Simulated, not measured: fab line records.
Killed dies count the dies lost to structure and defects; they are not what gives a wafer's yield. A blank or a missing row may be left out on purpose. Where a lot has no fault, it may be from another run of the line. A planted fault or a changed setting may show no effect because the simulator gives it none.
Lot-split experiment | flow n5-finfet | on a route of 1938 steps: 7 lots, 21 wafers read

SPLIT DETAILS
At N5_PASSIVATION_PASS_ETCH_47 (etches SiNx in CF4/O2, target depth 770 nm, time 385 s), the setting source-w was moved away from the recipe's 535 W on 8 of the 21 wafers read, by -13.4% to +14.7%. The other wafers ran this setting at the recipe's value.

The split's own step is where the reading is taken.

THE READING
rf-vpp-V, in V, at N5_PASSIVATION_PASS_ETCH_47 (etches SiNx in CF4/O2, target depth 770 nm, time 385 s). On this fab line, fault-free wafers typically give 239 V with a standard deviation of 3.9 V.

wafer  | tool, chamber at the split | source-w as run, W | against the recipe | rf-vpp-V, V | against lot-mates on the recipe
L074.1 | rie-diel-05, 2             | 535                | recipe             | 240         | -
L074.2 | rie-diel-05, 3             | 535                | recipe             | 236         | -
L074.3 | rie-diel-05, 1             | 535                | recipe             | 239         | -
L076.1 | rie-diel-06, 1             | 535                | recipe             | 240         | -
L076.5 | rie-diel-06, 2             | 470.9              | -12.0%             | 264         | +27
L076.6 | rie-diel-06, 3             | 535                | recipe             | 234         | -
L080.2 | rie-diel-01, 1             | 535                | recipe             | 241         | -
L080.4 | rie-diel-01, 3             | 463.1              | -13.4%             | 253         | +12
L080.5 | rie-diel-01, 3             | 463.1              | -13.4%             | 254         | +13
L090.2 | rie-diel-06, 3             | 574.5              | +7.4%              | 226         | no lot-mate on the recipe
L090.3 | rie-diel-06, 0             | 574.5              | +7.4%              | 223         | no lot-mate on the recipe
L090.4 | rie-diel-06, 1             | 574.5              | +7.4%              | 230         | no lot-mate on the recipe
L089.2 | rie-diel-05, 3             | 535                | recipe             | 236         | -
L089.4 | rie-diel-05, 0             | 535                | recipe             | 244         | -
L089.6 | rie-diel-05, 2             | 535                | recipe             | 240         | -
L092.1 | rie-diel-06, 2             | 535                | recipe             | 243         | -
L092.2 | rie-diel-06, 3             | 613.5              | +14.7%             | 218         | -20
L092.6 | rie-diel-06, 0             | 535                | recipe             | 232         | -
L093.2 | rie-diel-05, 1             | 535                | recipe             | 239         | -
L093.3 | rie-diel-05, 2             | 535                | recipe             | 241         | -
L093.6 | rie-diel-05, 1             | 568                | +6.2%              | 232         | -8

FIT RESULTS
A straight line over all 21 wafers: rf-vpp-V changes by -1.43 V for each +1% of source-w; r = -0.93; the points scatter about the line by 3.9 V.
The same after taking each lot's own level away (the mean of its wafers on the recipe; 18 wafers): -1.31 V for each +1%; r = -0.90; scatter 4.3 V.
That fit puts the effect of the largest move of source-w on the reading at 19 V.
The lots' own levels span 237.0 to 241.0 V, that is 1.0 times the standard deviation above.
So the lot-to-lot level changes the slope little: the two slopes agree.
Check: for one of the wafers moved furthest among these (+14.7%), held out of the fit, the line's prediction against its lot-mates is -19 V. Against them it came out at -19.5 V.
Tool readings at the split's step, against how far the setting was moved: rf-vpp-V r = -0.93.

THESE WAFERS: OTHER SPLITS
Other splits were also applied to these wafers ahead of the reading. Each is held against what the fit with the lots' levels taken away leaves over:
other split on the same wafers     | wafers away from the commonest value | r with rf-vpp-V (lot level and that fit taken away)
N5_BEOL_M14_ILD_DEP_00 temp-c      | 5                                    | +0.13
N5_BEOL_M14_EXPOSE_07 dose-mj      | 4                                    | +0.38
N5_BEOL_M14_SPUTTER_44 power-w     | 2                                    | -0.17
N5_MIM_BOT_LITHO_EXPOSE_05 dose-mj | 5                                    | -0.29

THE WHOLE CHAIN: every reading that the file lists as answering this split, in the file's order
step                        | what it does                                           | reading                                                        | change (the file's fit)              | r (the file's)
N5_PASSIVATION_PASS_ETCH_47 | etches SiNx in CF4/O2, target depth 770 nm, time 385 s | rf-vpp-V                                                       | -1.39 V for each +1% of the setting  | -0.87
N5_PASSIVATION_PASS_ETCH_47 | etches SiNx in CF4/O2, target depth 770 nm, time 385 s | etch.depth-nm (the simulator's own value, which no gauge read) | +6.71 nm for each +1% of the setting | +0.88

THE FILE'S OWN FIT
rf-vpp-V changes by -1.39 V for each +1% of source-w, r = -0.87.
